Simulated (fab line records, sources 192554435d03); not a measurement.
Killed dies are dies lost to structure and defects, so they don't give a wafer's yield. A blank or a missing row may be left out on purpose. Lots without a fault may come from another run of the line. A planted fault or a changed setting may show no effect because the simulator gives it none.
fab line records | flow n5_finfet
record lots=7 wafers=21
route steps=1938 shown ZERO_LAYER@4 PMOS_HMC_CHANNEL_EPI@63 FIN_SAQP@105 SD_EPI_N@267
start_h: hours from the record's first day to the start of the lot's first wafer shown | wait_h: hours since the lot's step before | " the same as in the row above | L1.1+2: a row that stands for several wafers | - no value, or no start given | * or withheld: withheld | < > ~ a bound
route shown NAME@n: a module of which the file shows steps, and the number in the route of the first | usual: mean/standard deviation of fault-free wafers | same: alike in all rows | chamber/n: place in a boat | sites: the reading at each site | _std_site: their standard deviation | _edge_site: outer sites' mean less inner sites' | radius_mm: how far each site lies from the wafer's centre | mask NAME#n: copy n | behind: the tool/chamber that last shaped the wafer | hold: why the lot was held/for how many hours/how that ended | device: the transistor (n, p or np) that didn't switch | end of line: the same wafers' tests at the end of the route | a step without rows: its recipe alone | killed: dies lost to structure and defects at the first sort, not the wafer's yield | map: a wafer's dies, x killed, . not, _ none there
set.NAME: the setting as run; set.NAME@STEP: as run at that earlier step | model.NAME: the simulator's own value behind a step, which no gauge read
lots whose settings were changed on purpose; a table a step, a row a wafer
## steps
# step N5_ZERO_LAYER_PECVD_02
# recipe material=SiO2 target_thk_a=100 temp_c=400 precursor=SiH4/N2O pressure_torr=0.75 rf_w=275 time_s=6
# columns lot.wafer tool chamber start_h wait_h set.time_s model.SiO2_of_ZERO_LAYER_PECVD_02.thk_nm
L078.2 pecvd-04 0 36.28 0.0 6 10.12
L078.5 " 2 " " 6 10.34
L078.6 " 1 " " 6 9.965
L081.1 pecvd-02 2 54.30 0.0 6 9.994
L081.4 " 1 " " 6.241 10.35
L081.5 " 0 " " 6.241 10.46
L083.1 pecvd-01 0 66.28 0.0 6 10.11
L083.2 " 1 " " 6 10.01
L083.3 " 2 " " 5.435 9.064
L088.4 pecvd-01 0 96.31 0.1 6 9.976
L088.5 " 2 " " 6 9.954
L088.6 " 1 " " 5.539 9.301
L089.2 pecvd-04 1 102.31 0.0 6 9.933
L089.3 " 0 " " 6.644 11.24
L089.5 " 2 " " 6.644 11.1
L090.1 pecvd-01 1 108.28 0.0 5.487 9.182
L090.2 " 0 " " 6 10.06
L090.4 " 1 " " 5.487 9.4
L093.1 pecvd-02 0 126.28 0.0 6 9.849
L093.2 " 2 " " 6 9.965
L093.6 " 0 " " 6 10.06
# step N5_PMOS_HMC_CHANNEL_EPI_PEB_07
# recipe peb_temp_c=110 peb_time_s=60 resist=CAR-ArF-block
# columns lot.wafer tool chamber start_h wait_h set.peb_temp_c
L078.2+5+6 litho_track-03 0 41.85 0.0 110
L081.1+4+5 litho_track-02 0 59.65 0.1 112.8
L083.1+3 litho_track-02 0 71.60 0.1 110
L083.2 " 0 " " 113.4
L088.4 litho_track-03 0 101.55 0.0 110
L088.5+6 " 0 " " 107.9
L089.2 litho_track-01 0 108.21 0.0 110
L089.3+5 " 0 " " 111
L090.1+2 litho_track-03 0 113.39 0.1 107.3
L090.4 " 0 " " 110
L093.1+2 litho_track-03 0 131.78 0.1 112.3
L093.6 " 0 " " 110
# step N5_PMOS_HMC_CHANNEL_EPI_DEVELOP_08
# recipe develop_time_s=30 developer=TMAH resist=CAR-ArF-block dev_temp_c=23 rinse_liquid=diw dry=air_spin
# step N5_PMOS_HMC_CHANNEL_EPI_CD_MEAS_09
# recipe target_cd_nm=237.4 landing_energy_ev=500 detector=se_inlens
# usual cd_nm=236.8/0.82
# columns lot.wafer tool chamber start_h wait_h set.peb_temp_c@PMOS_HMC_CHANNEL_EPI_PEB_07 cd_nm
L078.2 cd_sem-01 0 41.91 - 110 236.5
L078.5 " 0 " " 110 236.7
L078.6 " 0 " " 110 235.5
L081.1 cd_sem-02 0 59.72 - 112.8 244.0
L081.4 " 0 " " 112.8 242.6
L081.5 " 0 " " 112.8 241.9
L083.1 cd_sem-02 0 71.67 - 110 236.1
L083.2 " 0 " " 113.4 245.7
L083.3 " 0 " " 110 236.3
L088.4 cd_sem-02 0 101.62 - 110 237.0
L088.5 " 0 " " 107.9 228.3
L088.6 " 0 " " 107.9 229.1
L089.2 cd_sem-02 0 108.28 - 110 237.7
L089.3 " 0 " " 111 241.3
L089.5 " 0 " " 111 242.2
L090.1 cd_sem-02 0 113.46 - 107.3 228.0
L090.2 " 0 " " 107.3 228.2
L090.4 " 0 " " 110 237.0
L093.1 cd_sem-01 0 131.85 - 112.3 243.9
L093.2 " 0 " " 112.3 244.0
L093.6 " 0 " " 110 236.0
# step N5_PMOS_HMC_CHANNEL_EPI_DESCUM_14
# recipe chemistry=O2 time_s=7.9 source_power_w=50 bias_power_w=20 pressure_mtorr=20 rf_frequency_hz=2.712e+07 temp_c=40 resist=CAR-ArF-block o2_flow_sccm=225
# columns lot.wafer tool chamber start_h wait_h set.time_s set.peb_temp_c@PMOS_HMC_CHANNEL_EPI_PEB_07 model.PMOS_HMC_CHANNEL_EPI.cd_nm
L078.2 rie_diel-02 3 42.17 0.2 7.9 110 236.8
L078.5 " 2 " " 7.9 110 236.7
L078.6 " 3 " " 7.9 110 235.6
L081.1 rie_diel-04 3 59.81 0.0 7.9 112.8 244.2
L081.4 " 1 " " 7.9 112.8 242.7
L081.5 " 1 " " 6.781 112.8 241.7
L083.1 rie_diel-04 0 71.76 0.0 7.9 110 236.1
L083.2 " 3 " " 7.9 113.4 245.5
L083.3 " 2 " " 6.145 110 235.8
L088.4 rie_diel-03 2 101.70 0.0 6.245 110 237
L088.5 " 3 " " 7.9 107.9 228.6
L088.6 " 0 " " 6.245 107.9 228.8
L089.2 rie_diel-02 0 108.45 0.1 7.9 110 237.6
L089.3 " 2 " " 7.9 111 241.2
L089.5 " 2 " " 9.106 111 241.7
L090.1 rie_diel-04 0 113.88 0.4 8.491 107.3 228.2
L090.2 " 2 " " 7.9 107.3 227.7
L090.4 " 1 " " 7.9 110 237
L093.1 rie_diel-02 3 131.94 0.0 7.9 112.3 243.9
L093.2 " 2 " " 9.158 112.3 244
L093.6 " 2 " " 9.158 110 236.4
# step N5_PMOS_HMC_CHANNEL_EPI_ETCH_32
# recipe chemistry=N2/H2 target=BARC stop_on=SiO2 target_depth_a=858 over_etch_frac=0.3 time_s=50.3 ion_energy_ev=200 mask_material=CAR-ArF-block pressure_mtorr=30 source_w=840 bias_w=150 n2_flow_sccm=200 h2_flow_sccm=200
# columns lot.wafer tool chamber start_h wait_h set.peb_temp_c@PMOS_HMC_CHANNEL_EPI_PEB_07 model.PMOS_HMC_CHANNEL_EPI.cd_nm
L078.2 rie_diel-02 3 42.21 0.0 110 239.2
L078.5 " 2 " " 110 239.4
L078.6 " 3 " " 110 238.5
L081.1 rie_diel-04 3 59.84 0.0 112.8 245.7
L081.4 " 1 " " 112.8 245.1
L081.5 " 1 " " 112.8 243.5
L083.1 rie_diel-04 0 71.79 0.0 110 239.7
L083.2 " 3 " " 113.4 247.7
L083.3 " 2 " " 110 238.3
L088.4 rie_diel-03 2 101.74 0.0 110 239.6
L088.5+6 " 3,0 " " 107.9 232.3
L089.2 rie_diel-02 0 108.48 0.0 110 240.2
L089.3 " 2 " " 111 243.2
L089.5 " 2 " " 111 243.9
L090.1 rie_diel-04 0 113.91 0.0 107.3 231.4
L090.2 " 2 " " 107.3 230.3
L090.4 " 1 " " 110 239.4
L093.1 rie_diel-02 3 131.97 0.0 112.3 247.3
L093.2 " 2 " " 112.3 246.9
L093.6 " 2 " " 110 239.5
# step N5_FIN_SAQP_COAT_10
# recipe resist=CAR-ArF spin_rpm=1500 resist_thk_nm=90
# columns lot.wafer tool chamber start_h wait_h set.spin_rpm model.CAR-ArF_of_FIN_SAQP_COAT_10.thk_nm
L078.2 litho_track-03 0 - - 1500 90.26
L078.5 " 0 " " 1500 90.15
L078.6 " 0 " " 1500 90.11
L081.1 litho_track-05 0 - - 1500 89.77
L081.4 " 0 " " 1500 89.93
L081.5 " 0 " " 1500 90.05
L083.1 litho_track-03 0 - - 1500 90.38
L083.2 " 0 " " 1438 92.63
L083.3 " 0 " " 1438 92.39
L088.4 litho_track-05 0 - - 1500 89.76
L088.5 " 0 " " 1500 90.15
L088.6 " 0 " " 1628 86.2
L089.2 litho_track-05 0 - - 1500 90.14
L089.3 " 0 " " 1500 89.87
L089.5 " 0 " " 1500 90.12
L090.1 litho_track-03 0 - - 1500 90.17
L090.2 " 0 " " 1500 89.91
L090.4 " 0 " " 1500 89.96
L093.1 litho_track-04 0 - - 1554 88.62
L093.2 " 0 " " 1500 90.11
L093.6 " 0 " " 1554 88.49
# step N5_FIN_SAQP_PEB_14
# recipe peb_temp_c=withheld peb_time_s=60 resist=CAR-ArF
# columns lot.wafer tool chamber start_h wait_h set.peb_time_s
L078.2+5+6 litho_track-04 0 46.29 0.0 60
L081.1+4+5 litho_track-04 0 65.64 0.1 60
L083.1+3 litho_track-04 0 76.38 0.1 67.85
L083.2 " 0 " " 60
L088.4 litho_track-03 0 106.14 0.0 60
L088.5+6 " 0 " " 64.5
L089.2 litho_track-03 0 113.20 0.0 60
L089.3+5 " 0 " " 63.47
L090.1+2+4 litho_track-03 0 119.05 0.1 64.54
L093.1+2+6 litho_track-03 0 137.68 0.1 60
# step N5_FIN_SAQP_DEVELOP_15
# recipe develop_time_s=30 developer=TMAH resist=CAR-ArF dev_temp_c=23 rinse_liquid=diw dry=air_spin
# step N5_FIN_SAQP_CD_MEAS_16
# recipe target_cd_nm=35.6 landing_energy_ev=500 detector=se_inlens
# usual cd_nm=35.5/0.34
# columns lot.wafer tool chamber start_h wait_h set.peb_time_s@FIN_SAQP_PEB_14 cd_nm
L078.2 cd_sem-02 0 46.36 - 60 35.6
L078.5 " 0 " " 60 35.3
L078.6 " 0 " " 60 35.6
L081.1 cd_sem-02 0 65.70 - 60 35.4
L081.4 " 0 " " 60 35.1
L081.5 " 0 " " 60 35.5
L083.1 cd_sem-01 0 76.44 - 67.85 33.8
L083.2 " 0 " " 60 35.4
L083.3 " 0 " " 67.85 34.1
L088.4 cd_sem-02 0 106.21 - 60 35.2
L088.5 " 0 " " 64.5 34.2
L088.6 " 0 " " 64.5 34.1
L089.2 cd_sem-03 0 113.27 - 60 35.8
L089.3 " 0 " " 63.47 34.7
L089.5 " 0 " " 63.47 34.6
L090.1 cd_sem-03 0 119.12 - 64.54 34.4
L090.2 " 0 " " 64.54 34.1
L090.4 " 0 " " 64.54 34.5
L093.1 cd_sem-01 0 137.75 - 60 35.5
L093.2 " 0 " " 60 35.5
L093.6 " 0 " " 60 34.9
# step N5_FIN_SAQP_DESCUM_21
# recipe chemistry=O2 time_s=7.9 source_power_w=50 bias_power_w=20 pressure_mtorr=20 rf_frequency_hz=2.712e+07 temp_c=40 resist=CAR-ArF o2_flow_sccm=225
# step N5_FIN_SAQP_ETCH_51
# recipe chemistry=CF4 target=SiARC target_depth_a=455 mask_material=CAR-ArF time_s=75.8 ion_energy_ev=80 pressure_mtorr=40 source_w=545 bias_w=36 Ar_flow_sccm=100 cf4_flow_sccm=100 ends=cleared
# columns lot.wafer tool chamber start_h wait_h set.spin_rpm@FIN_SAQP_COAT_10 model.CAR-ArF_of_FIN_SAQP_COAT_10.thk_nm
L078.2 rie_diel-05 2 46.55 0.0 1500 51.03
L078.5 " 2 " " 1500 50.93
L078.6 " 1 " " 1500 50.83
L081.1 rie_diel-01 3 65.84 0.0 1500 50.59
L081.4 " 0 " " 1500 50.99
L081.5 " 2 " " 1500 50.98
L083.1 rie_diel-06 3 76.58 0.0 1500 51.23
L083.2 " 1 " " 1438 53.43
L083.3 " 0 " " 1438 53.27
L088.4 rie_diel-01 0 106.45 0.0 1500 50.77
L088.5 " 3 " " 1500 51.17
L088.6 " 1 " " 1628 47.16
L089.2 rie_diel-01 3 113.54 0.0 1500 50.96
L089.3 " 0 " " 1500 50.7
L089.5 " 1 " " 1500 50.88
L090.1 rie_diel-06 1 119.26 0.0 1500 51.09
L090.2 " 0 " " 1500 50.92
L090.4 " 3 " " 1500 50.98
L093.1 rie_diel-05 1 138.08 0.0 1554 49.47
L093.2 " 0 " " 1500 51.03
L093.6 " 0 " " 1554 49.37
# step N5_SD_EPI_N_EXPOSE_06
# recipe mask_id=SD_N_BLK na=1.35 source_shape=conventional sigma_outer=0.8 polarization=unpolarized target_cd_nm=120 dose_mj=39.75
# columns lot.wafer tool chamber start_h wait_h mask set.dose_mj
L078.2+5+6 arfi_scanner-03 0 79.06 - SD_N_BLK#0 39.75
L081.1+5 arfi_scanner-02 0 91.58 - SD_N_BLK#0 39.75
L081.4 " 0 " " SD_N_BLK#0 38.53
L083.1+3 arfi_scanner-02 0 102.97 - SD_N_BLK#0 39.75
L083.2 " 0 " " SD_N_BLK#0 41.22
L088.4+6 arfi_scanner-03 0 132.42 - SD_N_BLK#0 40.65
L088.5 " 0 " " SD_N_BLK#0 39.75
L089.2 arfi_scanner-03 0 142.59 - SD_N_BLK#0 40.97
L089.3+5 " 0 " " SD_N_BLK#0 39.75
L090.1+2 arfi_scanner-03 0 154.12 - SD_N_BLK#0 37.49
L090.4 " 0 " " SD_N_BLK#0 39.75
L093.1+6 arfi_scanner-01 0 167.12 - SD_N_BLK#0 42.04
L093.2 " 0 " " SD_N_BLK#0 39.75
# step N5_SD_EPI_N_DEVELOP_08
# recipe develop_time_s=30 developer=TMAH resist=CAR-ArF-block dev_temp_c=23 rinse_liquid=diw dry=air_spin
# columns lot.wafer tool chamber start_h wait_h set.develop_time_s
L078.2+5+6 litho_track-05 0 - - 30
L081.1+5 litho_track-01 0 - - 26.94
L081.4 " 0 " " 30
L083.1 litho_track-01 0 - - 34.05
L083.2+3 " 0 " " 30
L088.4+5 litho_track-04 0 - - 30
L088.6 " 0 " " 26.04
L089.2+3 litho_track-01 0 - - 30
L089.5 " 0 " " 23.6
L090.1+4 litho_track-04 0 - - 30
L090.2 " 0 " " 34.14
L093.1 litho_track-01 0 - - 30
L093.2+6 " 0 " " 34.11
# step N5_SD_EPI_N_CD_MEAS_09
# recipe target_cd_nm=120 landing_energy_ev=500 detector=se_inlens
# usual cd_nm=120.1/0.61
# columns lot.wafer tool chamber start_h wait_h set.dose_mj@SD_EPI_N_EXPOSE_06 cd_nm
L078.2 cd_sem-01 0 79.18 - 39.75 120.4
L078.5 " 0 " " 39.75 119.6
L078.6 " 0 " " 39.75 119.5
L081.1 cd_sem-01 0 91.70 - 39.75 119.5
L081.4 " 0 " " 38.53 117.7
L081.5 " 0 " " 39.75 119.5
L083.1 cd_sem-03 0 103.09 - 39.75 121.4
L083.2 " 0 " " 41.22 122.3
L083.3 " 0 " " 39.75 120.7
L088.4 cd_sem-03 0 132.53 - 40.65 120.9
L088.5 " 0 " " 39.75 120.5
L088.6 " 0 " " 40.65 119.3
L089.2 cd_sem-02 0 142.71 - 40.97 122.6
L089.3 " 0 " " 39.75 119.7
L089.5 " 0 " " 39.75 119.3
L090.1 cd_sem-02 0 154.24 - 37.49 115.6
L090.2 " 0 " " 37.49 116.5
L090.4 " 0 " " 39.75 119.9
L093.1 cd_sem-02 0 167.24 - 42.04 123.5
L093.2 " 0 " " 39.75 121.2
L093.6 " 0 " " 42.04 125.2
# step N5_SD_EPI_N_DESCUM_14
# recipe chemistry=O2 time_s=7.9 source_power_w=50 bias_power_w=20 pressure_mtorr=20 rf_frequency_hz=2.712e+07 temp_c=40 resist=CAR-ArF-block o2_flow_sccm=225
# columns lot.wafer tool chamber start_h wait_h set.dose_mj@SD_EPI_N_EXPOSE_06 model.SD_EPI_N.cd_nm
L078.2 rie_diel-06 2 79.48 0.3 39.75 120
L078.5 " 1 " " 39.75 119.4
L078.6 " 0 " " 39.75 119.2
L081.1+5 rie_diel-06 1 91.79 0.0 39.75 119.6
L081.4 " 3 " " 38.53 117.8
L083.1 rie_diel-05 2 103.37 0.2 39.75 121.2
L083.2 " 3 " " 41.22 122.6
L083.3 " 1 " " 39.75 120.6
L088.4 rie_diel-06 3 133.02 0.4 40.65 120.6
L088.5 " 0 " " 39.75 120.2
L088.6 " 1 " " 40.65 119.6
L089.2 rie_diel-05 0 142.80 0.0 40.97 122.4
L089.3 " 2 " " 39.75 119.8
L089.5 " 2 " " 39.75 119
L090.1 rie_diel-05 2 154.49 0.2 37.49 115.8
L090.2 " 1 " " 37.49 116.2
L090.4 " 3 " " 39.75 120
L093.1 rie_diel-06 3 167.33 0.0 42.04 123.2
L093.2 " 2 " " 39.75 121
L093.6 " 1 " " 42.04 124.8
# step N5_SD_EPI_N_ETCH_34
# recipe chemistry=CF4 target=SiARC target_depth_a=455 mask_material=CAR-ArF-block time_s=75.8 ion_energy_ev=80 pressure_mtorr=40 source_w=545 bias_w=36 Ar_flow_sccm=100 cf4_flow_sccm=100 ends=cleared
# step N5_SD_EPI_N_ETCH_35
# recipe chemistry=N2/H2 target=SOC overetch_a=1080 mask_material=SiARC temp_c=40 ion_energy_ev=100 source_w=3000 bias_w=133 pressure_mtorr=20 time_s=486 n2_flow_sccm=200 h2_flow_sccm=200
# columns lot.wafer tool chamber start_h wait_h set.dose_mj@SD_EPI_N_EXPOSE_06 model.SD_EPI_N.cd_nm
L078.2+5 rie_diel-06 2,1 79.57 0.0 39.75 120.4
L078.6 " 0 " " 39.75 120.2
L081.1 rie_diel-06 1 91.88 0.0 39.75 120.6
L081.4 " 3 " " 38.53 118.2
L081.5 " 1 " " 39.75 120
L083.1 rie_diel-05 2 103.46 0.0 39.75 120.4
L083.2 " 3 " " 41.22 122.8
L083.3 " 1 " " 39.75 121.8
L088.4 rie_diel-06 3 133.25 0.2 40.65 122.8
L088.5 " 0 " " 39.75 120.8
L088.6 " 1 " " 40.65 120.6
L089.2 rie_diel-05 0 142.89 0.0 40.97 122
L089.3 " 2 " " 39.75 120.4
L089.5 " 2 " " 39.75 119.6
L090.1 rie_diel-05 2 154.58 0.0 37.49 116
L090.2 " 1 " " 37.49 117
L090.4 " 3 " " 39.75 119.2
L093.1 rie_diel-06 3 167.42 0.0 42.04 123
L093.2 " 2 " " 39.75 120.8
L093.6 " 1 " " 42.04 123.4
# step N5_SD_EPI_N_STRIP_36
# recipe chemistry=N2/H2 temp_c=40 n2_flow_sccm=200 h2_flow_sccm=200 rf_frequency_hz=6e+07
# step N5_SD_EPI_N_ETCHBACK_44
# recipe chemistry=CH3F/O2 mode=anisotropic_etchback target=SiNx target_depth_a=145 stop_on=SiO2 over_etch_frac=0.3 ion_energy_ev=120 pressure_mtorr=30 source_w=395 bias_w=73 Ar_flow_sccm=150 CH3F_flow_sccm=30 O2_flow_sccm=20
# columns lot.wafer tool chamber start_h wait_h set.dose_mj@SD_EPI_N_EXPOSE_06 model.SD_EPI_N.cd_nm
L078.2+5 rie_diel-06 2,1 79.90 0.0 39.75 120.4
L078.6 " 0 " " 39.75 120.2
L081.1 rie_diel-06 1 92.20 0.0 39.75 120.6
L081.4 " 3 " " 38.53 118.2
L081.5 " 1 " " 39.75 120
L083.1 rie_diel-05 2 103.79 0.0 39.75 120.4
L083.2 " 3 " " 41.22 122.8
L083.3 " 1 " " 39.75 121.8
L088.4 rie_diel-06 3 133.47 0.1 40.65 122.6
L088.5 " 0 " " 39.75 120.8
L088.6 " 1 " " 40.65 120.6
L089.2 rie_diel-05 0 143.22 0.0 40.97 122
L089.3 " 2 " " 39.75 120.4
L089.5 " 2 " " 39.75 119.6
L090.1 rie_diel-05 2 154.90 0.0 37.49 116
L090.2 " 1 " " 37.49 116.8
L090.4 " 3 " " 39.75 119.2
L093.1 rie_diel-06 3 167.74 0.0 42.04 123
L093.2 " 2 " " 39.75 120.6
L093.6 " 1 " " 42.04 123.4
# step N5_SD_EPI_N_ETCH_45
# recipe chemistry=CH3F/O2 target=SiOCN target_depth_a=60 mask_material=SOC ion_energy_ev=60 bias_w=29 pressure_mtorr=15 source_w=410 Ar_flow_sccm=150 CH3F_flow_sccm=30 O2_flow_sccm=20
# columns lot.wafer tool chamber start_h wait_h set.dose_mj@SD_EPI_N_EXPOSE_06 model.SD_EPI_N.cd_nm
L078.2+5 rie_diel-06 2,1 80.00 0.1 39.75 120.4
L078.6 " 0 " " 39.75 120.2
L081.1 rie_diel-06 1 92.30 0.1 39.75 120.6
L081.4 " 3 " " 38.53 118.2
L081.5 " 1 " " 39.75 120
L083.1 rie_diel-05 2 103.89 0.1 39.75 120.4
L083.2 " 3 " " 41.22 122.6
L083.3 " 1 " " 39.75 121.8
L088.4 rie_diel-06 3 133.57 0.1 40.65 122.8
L088.5 " 0 " " 39.75 120.8
L088.6 " 1 " " 40.65 120.6
L089.2 rie_diel-05 0 143.32 0.1 40.97 122
L089.3 " 2 " " 39.75 120.4
L089.5 " 2 " " 39.75 119.4
L090.1 rie_diel-05 2 155.00 0.1 37.49 116
L090.2 " 1 " " 37.49 117
L090.4 " 3 " " 39.75 119.2
L093.1 rie_diel-06 3 167.84 0.1 42.04 123
L093.2 " 2 " " 39.75 120.8
L093.6 " 1 " " 42.04 123.4
# step N5_SD_EPI_N_EPI_21
# recipe material=Si:P dopant=P temp_c=680 pressure_torr=255 time_s=690
# columns lot.wafer tool chamber start_h wait_h set.temp_c model.Si-P_of_SD_EPI_N_EPI_21.thk_nm
L078.2+6 epi_rpcvd-02 0 81.71 0.5 680 58.2
L078.5 " 0 82.83 1.5 680 59.2
L081.1 epi_rpcvd-04 0 93.64 0.2 675.6 55.8
L081.4 " 0 94.76 1.2 680 59.6
L081.5 " 0 " " 680 59.4
L083.1 epi_rpcvd-04 0 105.04 0.1 680 59.2
L083.2 " 0 " " 681.9 60.8
L083.3 " 0 " " 681.9 60.6
L088.4 epi_rpcvd-01 0 135.51 0.9 680 59.4
L088.5+6 " 0 " " 681.5 60.6
L089.2 epi_rpcvd-01 0 144.76 0.4 680 58.4
L089.3 " 0 " " 680 58.2
L089.5 " 0 " " 680 58.8
L090.1 epi_rpcvd-02 0 156.16 0.1 678.2 58.2
L090.2+4 " 0 " " 680 60
L093.1+2 epi_rpcvd-04 0 169.00 0.1 682.6 61.8
L093.6 " 0 170.40 1.4 680 58.6
## key
split step=N5_ZERO_LAYER_PECVD_02 setting=time_s stated=6 by=wafer
response step=N5_ZERO_LAYER_PECVD_02 reading=model.SiO2_of_ZERO_LAYER_PECVD_02.thk_nm change=+0.102 per=1% r=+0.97
split step=N5_PMOS_HMC_CHANNEL_EPI_PEB_07 setting=peb_temp_c stated=110 by=wafer
response step=N5_PMOS_HMC_CHANNEL_EPI_CD_MEAS_09 reading=cd_nm change=+3.58 per=1% r=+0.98
response step=N5_PMOS_HMC_CHANNEL_EPI_DESCUM_14 reading=model.PMOS_HMC_CHANNEL_EPI.cd_nm change=+3.57 per=1% r=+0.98
response step=N5_PMOS_HMC_CHANNEL_EPI_ETCH_32 reading=model.PMOS_HMC_CHANNEL_EPI.cd_nm change=+3.31 per=1% r=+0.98
split step=N5_PMOS_HMC_CHANNEL_EPI_DESCUM_14 setting=time_s stated=7.9 by=wafer
response none clear
split step=N5_FIN_SAQP_COAT_10 setting=spin_rpm stated=1500 by=wafer
response step=N5_FIN_SAQP_COAT_10 reading=model.CAR-ArF_of_FIN_SAQP_COAT_10.thk_nm change=-0.452 per=1% r=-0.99
response step=N5_FIN_SAQP_ETCH_51 reading=model.CAR-ArF_of_FIN_SAQP_COAT_10.thk_nm change=-0.457 per=1% r=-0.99
split step=N5_FIN_SAQP_PEB_14 setting=peb_time_s stated=60 by=wafer
response step=N5_FIN_SAQP_CD_MEAS_16 reading=cd_nm change=-0.134 per=1% r=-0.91
split step=N5_SD_EPI_N_EXPOSE_06 setting=dose_mj stated=39.75 by=wafer
response step=N5_SD_EPI_N_CD_MEAS_09 reading=cd_nm change=+0.567 per=1% r=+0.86
response step=N5_SD_EPI_N_DESCUM_14 reading=model.SD_EPI_N.cd_nm change=+0.59 per=1% r=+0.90
response step=N5_SD_EPI_N_ETCH_35 reading=model.SD_EPI_N.cd_nm change=+0.486 per=1% r=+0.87
response step=N5_SD_EPI_N_ETCHBACK_44 reading=model.SD_EPI_N.cd_nm change=+0.5 per=1% r=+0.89
response step=N5_SD_EPI_N_ETCH_45 reading=model.SD_EPI_N.cd_nm change=+0.481 per=1% r=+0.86
split step=N5_SD_EPI_N_DEVELOP_08 setting=develop_time_s stated=30 by=wafer
response none clear
split step=N5_SD_EPI_N_EPI_21 setting=temp_c stated=680 by=wafer
response step=N5_SD_EPI_N_EPI_21 reading=model.Si-P_of_SD_EPI_N_EPI_21.thk_nm change=+6.27 per=1% r=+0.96
